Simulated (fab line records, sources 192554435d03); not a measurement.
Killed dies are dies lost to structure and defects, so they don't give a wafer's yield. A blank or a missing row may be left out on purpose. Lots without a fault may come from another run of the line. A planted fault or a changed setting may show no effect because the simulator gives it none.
Chamber matching | flow n5_finfet | N5_BEOL_M12_DESCUM_33 on rie_diel-01: 4 sister chambers
The step chemistry O2, time 7.9 s. 4 wafers are shown with their chamber, then 10 later ones without.

WAFERS WITH THEIR CHAMBER
wafer  | chamber | showerhead_plenum_p_Torr (Torr)
L080.3 | 1       | 2.18
L080.6 | 3       | 2.01
L093.3 | 0       | 2.15
L093.4 | 2       | 2.05

WAFERS WITHOUT THEIR CHAMBER
wafer  | showerhead_plenum_p_Torr (Torr)
L093.6 | 2.05
L090.1 | 2.00
L090.3 | 2.05
L090.5 | 2.00
L096.2 | 2.00
L096.3 | 2.05
L096.4 | 2.16
L097.1 | 2.14
L097.4 | 2.16
L097.6 | 2.14

WHICH CHAMBER EACH WENT THROUGH
wafer  | from the rows above     | in truth
L093.6 | 2                       | 2
L090.1 | 3                       | 3
L090.3 | 2                       | 2
L090.5 | 3                       | 3
L096.2 | 3                       | 3
L096.3 | 2                       | 2
L096.4 | can't be placed: 0 or 1 | 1
L097.1 | 0                       | 0
L097.4 | can't be placed: 0 or 1 | 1
L097.6 | 0                       | 0
Placed correctly: 8 of 10. Can't be placed from these rows: 2 (the true chamber is among the candidates in 2). Placed wrongly: 0.
How it was worked out, from the rows above alone: a wafer's distance from a chamber is the root of the sum, over the readings, of the square of ((its reading less the chamber's mean) divided by the reading's scatter). The wafer belongs to the nearest chamber; if the next one is less than 2 further off, it can't be placed. A chamber's mean is the mean of its shown wafers. The scatter: with one shown wafer a chamber, the root of the mean of the squares of how far each hidden wafer lies from its nearest shown one.
